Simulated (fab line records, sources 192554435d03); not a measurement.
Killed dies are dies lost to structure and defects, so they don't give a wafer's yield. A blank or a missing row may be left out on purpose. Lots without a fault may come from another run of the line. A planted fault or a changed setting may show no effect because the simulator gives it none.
fab line records | flow n5_finfet
record lots=10 wafers=26 last_day=18
route steps=1938 shown BEOL_M4@1046
lots that met no fault: from a run of the same line without faults
start_h: hours from the record's first day to the start of the lot's first wafer shown | wait_h: hours since the lot's step before | " the same as in the row above | L1.1+2: a row that stands for several wafers | - no value, or no start given | * or withheld: withheld | < > ~ a bound
route shown NAME@n: a module of which the file shows steps, and the number in the route of the first | usual: mean/standard deviation of fault-free wafers | same: alike in all rows | chamber/n: place in a boat | sites: the reading at each site | _std_site: their standard deviation | _edge_site: outer sites' mean less inner sites' | radius_mm: how far each site lies from the wafer's centre | mask NAME#n: copy n | behind: the tool/chamber that last shaped the wafer | hold: why the lot was held/for how many hours/how that ended | device: the transistor (n, p or np) that didn't switch | end of line: the same wafers' tests at the end of the route | a step without rows: its recipe alone | killed: dies lost to structure and defects at the first sort, not the wafer's yield | map: a wafer's dies, x killed, . not, _ none there
set.NAME: the setting as run; set.NAME@STEP: as run at that earlier step | model.NAME: the simulator's own value behind a step, which no gauge read
steps of the route over a sample of lots; a table a step, a row a wafer
services: from which hour (start_h, from the record's first day; less than 0 if before it) a tool's chamber was out of use, for how many hours, and why
## steps
# step N5_BEOL_M4_CD_MEAS_18
# recipe pitch_nm=36 target_cd_nm=18
# usual cd_nm=18.0/0.43
# columns lot.wafer tool chamber start_h wait_h cd_nm
L135.1 cd_sem-03 - 155.17 0.0 17.5
L135.2 " - " " 17.7
L135.5 " - " " 17.5
L144.2 cd_sem-02 - 214.26 0.1 17.9
L144.3 " - " " 18.5
L144.6 " - " " 17.9
L146.1 cd_sem-01 - 219.62 0.0 18.0
L146.2 " - " " 18.0
L146.6 " - " " 17.8
L148.3 cd_sem-01 - 250.93 0.1 17.8
L148.4 " - " " 18.3
L148.5 " - " " 18.3
L151.4 cd_sem-02 - 266.06 0.1 18.7
L151.5 " - " " 18.4
L151.6 " - " " 18.5
L150.4 cd_sem-02 - 266.82 0.1 18.7
L150.5 " - " " 18.7
L152.3 cd_sem-03 - 270.46 0.1 17.8
L152.6 " - " " 18.8
L153.1 cd_sem-01 - 271.15 0.0 17.6
L153.5 " - " " 18.3
L156.4 cd_sem-02 - 280.80 0.0 17.7
L156.5 " - " " 17.3
L158.2 cd_sem-03 - 313.83 0.1 17.6
L158.4 " - " " 18.2
L158.5 " - " " 17.7
# step N5_BEOL_M4_ETCH_77
# recipe chemistry=N2/H2 target=underlayer target_depth_a=65 mask_material=CAR-EUV time_s=5.2 ion_energy_ev=200 pressure_mtorr=30 source_w=840 bias_w=150 n2_flow_sccm=200 h2_flow_sccm=200 ends=cleared
# usual drypump_motor_current_A=5.6/0.46 etch_rf_on_time_s=5.20/0.16 oes_product_au=0.71/0.068 rf_vpp_V=524.1/2.2 showerhead_plenum_p_Torr=2.55/0.074 throttle_valve_pct=17.65/0.18
# columns lot.wafer tool chamber start_h wait_h drypump_motor_current_A etch_rf_on_time_s oes_product_au rf_hours_counter_h rf_vpp_V showerhead_plenum_p_Torr throttle_valve_pct
L135.1 rie_diel-02 2 155.78 0.0 6.1 5.42 0.74 16 522.4 2.50 17.35
L135.2 " 3 " " 6.1 5.41 0.61 188 522.1 2.50 17.88
L135.5 " 0 " " 6.3 4.94 0.81 - 524.8 2.48 17.83
L144.2 rie_diel-01 2 214.79 0.0 5.5 5.05 0.75 39 525.1 2.59 17.69
L144.3 " 0 " " 5.7 5.29 0.60 189 529.1 2.64 17.72
L144.6 " 2 " " 5.6 4.98 0.74 - 524.5 2.59 17.71
L146.1 rie_diel-01 1 220.26 0.0 5.5 5.19 0.76 24 523.8 2.58 17.33
L146.2 " 2 " " 5.6 5.00 0.75 41 525.1 2.58 17.71
L146.6 " 2 " " 5.6 4.94 0.75 - 526.2 2.58 17.70
L148.3 rie_diel-01 0 251.53 0.0 5.7 5.27 0.60 203 528.6 2.63 17.75
L148.4 " 3 " " 4.8 5.20 0.65 121 524.3 2.56 17.60
L148.5 " 0 " " 5.7 5.29 0.60 - 528.0 2.63 17.76
L151.4 rie_diel-02 2 266.93 0.0 6.2 5.47 0.70 50 522.2 2.48 17.40
L151.5 " 1 " " 5.4 5.11 0.66 - 521.3 2.45 17.54
L151.6 " 2 " " 6.2 5.47 0.71 - 522.7 2.48 17.43
L150.4 rie_diel-02 1 268.94 0.0 5.4 5.23 0.66 107 521.5 2.45 17.55
L150.5 " 2 " " 6.2 5.48 0.70 - 521.1 2.48 17.41
L152.3 rie_diel-01 3 272.33 0.0 4.8 5.24 0.63 130 526.0 2.55 17.61
L152.6 " 2 " " 5.6 5.01 0.73 - 524.9 2.58 17.77
L153.1 rie_diel-02 2 273.25 0.0 6.2 5.47 0.69 53 522.1 2.48 17.42
L153.5 " 3 " " 6.1 5.37 0.58 - 523.8 2.48 17.97
L156.4 rie_diel-04 2 281.41 0.0 5.0 5.20 0.69 - 522.8 2.58 17.79
L156.5 " 0 " " 5.9 5.29 0.73 - 522.1 2.47 17.66
L158.2 rie_diel-04 1 314.43 0.0 5.1 5.26 0.71 63 527.7 2.71 17.78
L158.4 " 0 " " 5.9 5.32 0.73 40 521.9 2.46 17.69
L158.5 " 3 " " 5.6 4.79 0.81 - 526.3 2.60 17.72
# step N5_BEOL_M4_ALD_98
# recipe material=SiO2 target_thk_a=25 temp_c=100 ald_precursor_family=BDEAS ald_co_reactant=O2-plasma pulse_time_s=1 co_reactant_pulse_time_s=1 purge_time_s=2 co_reactant_purge_time_s=2 ald_cycles=17 pressure_torr=2
# usual ald_cycles=17/0 heater_power_w=80/12 precursor_pulse_height_rel=1.001/0.019
# same co_reactant_pulse_time_s=1
# columns lot.wafer tool chamber start_h wait_h ald_cycles heater_power_w precursor_pulse_height_rel
L135.1 ald_sin-01 3 155.87 0.1 17 86 1.015
L135.2 " 1 " " 17 66 1.025
L135.5 " 2 " " 17 86 0.997
L144.2 ald_sin-02 0 214.89 0.1 21 101 0.974
L144.3 " 3 " " 17 69 1.033
L144.6 " 3 " " 17 70 1.000
L146.1 ald_sin-02 1 220.36 0.1 17 83 0.997
L146.2 " 2 " " 21 60 1.004
L146.6 " 0 " " 17 101 1.010
L148.3 ald_sin-01 1 251.63 0.1 17 64 0.989
L148.4 " 2 " " 17 88 1.016
L148.5 " 3 " " 17 85 0.993
L151.4 ald_sin-01 2 267.03 0.1 17 89 0.981
L151.5 " 1 " " 17 66 1.035
L151.6 " 0 " " 17 86 1.010
L150.4 ald_sin-01 3 269.78 0.8 17 88 0.974
L150.5 " 1 " " 17 65 0.989
L152.3 ald_sin-01 2 273.43 1.0 17 86 0.974
L152.6 " 2 " " 17 88 0.976
L153.1 ald_sin-01 1 273.68 0.4 17 64 0.982
L153.5 " 2 " " 17 88 0.986
L156.4 ald_sin-01 0 281.66 0.2 17 84 0.985
L156.5 " 3 " " 17 86 0.993
L158.2 ald_sin-01 2 314.96 0.5 17 90 1.023
L158.4 " 3 " " 17 87 0.995
L158.5 " 2 " " 17 88 1.006
# step N5_BEOL_M4_TRENCH_ETCH_37
# recipe chemistry=C4F6/O2 target_depth_a=555.55 target=SiOC time_s=29.2 ion_energy_ev=250 pressure_mtorr=30 source_w=355 bias_w=185 Ar_flow_sccm=300 C4F6_flow_sccm=10 O2_flow_sccm=10
# usual drypump_motor_current_A=5.5/0.45 oes_product_au=0.82/0.078 rf_vpp_V=674/23 showerhead_plenum_p_Torr=2.87/0.081 throttle_valve_pct=20.67/0.27
# columns lot.wafer tool chamber start_h wait_h drypump_motor_current_A oes_product_au rf_hours_counter_h rf_vpp_V showerhead_plenum_p_Torr throttle_valve_pct
L135.1 rie_diel-01 1 - - 5.5 0.96 0 712 2.92 20.31
L135.2 " 0 " " 5.7 0.72 168 702 2.96 20.74
L135.5 " 2 " " 5.6 0.93 - 666 2.92 20.85
L144.2 rie_diel-02 2 - - 6.2 0.86 39 702 2.79 20.39
L144.3 " 3 " " 6.1 0.70 211 673 2.84 21.21
L144.6 " 1 " " 5.4 0.80 - 666 2.74 20.28
L146.1 rie_diel-01 3 - - 4.8 0.77 112 637 2.86 20.47
L146.2 " 0 " " 5.6 0.71 194 702 2.95 20.78
L146.6 " 2 " " 5.6 0.87 - 666 2.91 20.89
L148.3 rie_diel-01 1 - - 5.6 0.87 36 712 2.90 20.37
L148.4 " 2 " " 5.6 0.86 53 666 2.91 20.90
L148.5 " 1 " " 5.5 0.86 - 709 2.90 20.37
L151.4 rie_diel-02 2 - - 6.2 0.83 50 702 2.79 20.42
L151.5 " 0 " " 6.2 0.88 - 666 2.76 20.96
L151.6 " 1 " " 5.4 0.78 - 667 2.73 20.27
L150.4 rie_diel-02 1 - - 5.4 0.78 107 667 2.73 20.28
L150.5 " 0 " " 6.2 0.87 - 666 2.76 20.95
L152.3 rie_diel-04 3 - - 5.6 0.95 19 646 2.95 20.95
L152.6 " 0 " " 5.9 0.88 - 681 2.77 20.75
L153.1 rie_diel-01 3 - - 4.8 0.74 133 637 2.85 20.50
L153.5 " 1 " " 5.6 0.85 - 711 2.89 20.39
L156.4 rie_diel-01 1 - - 5.5 0.85 49 710 2.89 20.38
L156.5 " 3 " " 4.8 0.75 - 635 2.85 20.50
L158.2 rie_diel-04 2 - - 5.0 0.79 96 685 2.88 20.61
L158.4 " 0 " " 5.9 0.85 41 679 2.76 20.77
L158.5 " 3 " " 5.6 0.93 - 644 2.94 20.97
# step N5_BEOL_M4_RC_MEAS_101
# usual DIBL_N=36.2/2.2 DIBL_P=36.5/3 IOFF_N=0.16/0.039 IOFF_P=0.22/0.047 ION_N=675/15 ION_P=463/10 SS_N=71.6/0.71 SS_P=73.4/0.94 VT_N=250/3.6 VT_P=-250/3.9
# columns lot.wafer tool chamber start_h wait_h DIBL_N[mV/V] DIBL_P[mV/V] IOFF_N[nA/um] IOFF_P[nA/um] ION_N[uA/um] ION_P[uA/um] SS_N[mV/dec] SS_P[mV/dec] VT_N[mV] VT_P[mV]
L135.1 prober-01 0 161.40 0.0 32.5 32.4 0.11 0.16 650 452 70.7 72.4 252 -253
L135.2 " 0 " " 36.8 37.7 0.20 0.25 690 468 71.8 74.1 241 -249
L135.5 " 0 " " 35.2 36.3 0.17 0.22 677 463 71.6 72.6 247 -248
L144.2 prober-02 0 223.02 0.2 40.5 43.2 0.26 0.26 697 459 72.7 74.4 244 -251
L144.3 " 0 " " 36.6 39.1 0.15 0.20 676 455 71.8 74.3 252 -254
L144.6 " 0 " " 38.3 40.2 0.21 0.20 686 452 71.9 73.9 246 -253
L146.1 prober-02 0 230.48 0.0 35.6 36.8 0.15 0.21 663 463 71.8 73.6 252 -248
L146.2 " 0 " " 35.6 36.7 0.15 0.20 690 473 71.2 73.7 251 -251
L146.6 " 0 " " 33.2 34.3 0.12 0.18 657 454 70.3 73.6 255 -251
L148.3 prober-02 0 256.66 0.3 35.9 35.5 0.14 0.19 686 468 71.3 72.7 249 -251
L148.4 " 0 " " 41.9 41.5 0.26 0.29 690 470 73.5 74.6 243 -248
L148.5 " 0 " " 36.9 35.8 0.15 0.19 685 461 71.1 73.0 253 -253
L151.4 prober-02 0 272.44 0.5 36.4 37.1 0.15 0.20 681 471 71.8 73.2 253 -250
L151.5 " 0 " " 36.7 37.5 0.15 0.21 680 474 71.8 73.5 252 -250
L151.6 " 0 " " 33.9 33.5 0.12 0.16 657 453 70.7 72.0 254 -253
L150.4 prober-01 0 274.57 0.5 39.0 37.4 0.17 0.22 673 453 72.1 74.3 249 -251
L150.5 " 0 " " 39.0 38.4 0.19 0.25 692 470 71.7 74.8 248 -249
L152.3 prober-02 0 280.46 0.3 36.8 36.2 0.18 0.21 690 460 72.1 73.8 246 -250
L152.6 " 0 " " 38.3 38.6 0.21 0.24 686 462 71.9 74.4 244 -248
L153.1 prober-02 0 285.12 0.1 35.0 32.9 0.14 0.19 659 457 71.0 71.6 251 -249
L153.5 " 0 " " 40.5 40.7 0.26 0.32 702 479 73.5 74.1 244 -242
L156.4 prober-01 0 289.51 0.5 37.0 38.9 0.16 0.22 673 455 71.2 73.2 251 -252
L156.5 " 0 " " 37.9 40.3 0.17 0.23 672 460 72.0 73.9 251 -250
L158.2 prober-01 0 321.09 0.2 34.2 36.4 0.15 0.21 678 460 71.5 74.1 248 -249
L158.4 " 0 " " 36.0 37.1 0.18 0.22 682 462 71.9 73.2 246 -250
L158.5 " 0 " " 32.6 33.2 0.12 0.17 665 457 71.3 72.6 251 -254
## services
# columns tool chamber start_h hours kind
rie_diel-01 1 139.95 - clean
rie_diel-01 1 139.95 - consumable_replace:focus_ring
rie_diel-01 1 139.95 16.9 scheduled_down
rie_diel-01 1 139.95 16.9 vent_cycle
rie_diel-04 0 165.14 - clean
rie_diel-04 0 165.14 - consumable_replace:focus_ring
rie_diel-04 0 165.14 17.2 scheduled_down
rie_diel-04 0 165.14 17.2 vent_cycle
rie_diel-04 1 173.76 7.8 repair
ald_sin-02 - 181.32 0.4 repair
rie_diel-04 3 182.36 - clean
rie_diel-04 3 182.36 - consumable_replace:focus_ring
rie_diel-04 3 182.36 21.1 scheduled_down
rie_diel-04 3 182.36 21.1 vent_cycle
ald_sin-01 0 201.35 5.4 repair
ald_sin-02 1 209.49 5.5 repair
ald_sin-02 0 217.68 2.5 repair
rie_diel-02 2 220.06 5.1 repair
rie_diel-02 - 236.00 4.0 repair
rie_diel-04 - 260.98 14.6 pm
rie_diel-04 3 277.80 22.7 repair
rie_diel-04 - 278.13 2.0 repair
ald_sin-01 - 289.02 1.0 repair
ald_sin-02 - 311.22 0.9 repair
## key
first_sign step=N5_BEOL_M4_ALD_98 reading=ald_cycles direction=up sigmas=99+ usual=* struck=*
effect none on later readings
met_at N5_BEOL_M4_ALD_98
struck_lots L144,L146
struck_wafers L144.2,L146.2
not_acting_at N5_BEOL_M4_CD_MEAS_18,N5_BEOL_M4_ETCH_77,N5_BEOL_M4_TRENCH_ETCH_37
fault kind=process_parameter_drift tool=ald_sin-02 chamber=- onset_h=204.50 steps=N5_BEOL_M4_ALD_98 channel=ald_cycles offset=* shape=step end_h=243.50 scope=struck_wafers_only acts_in=* stated=*
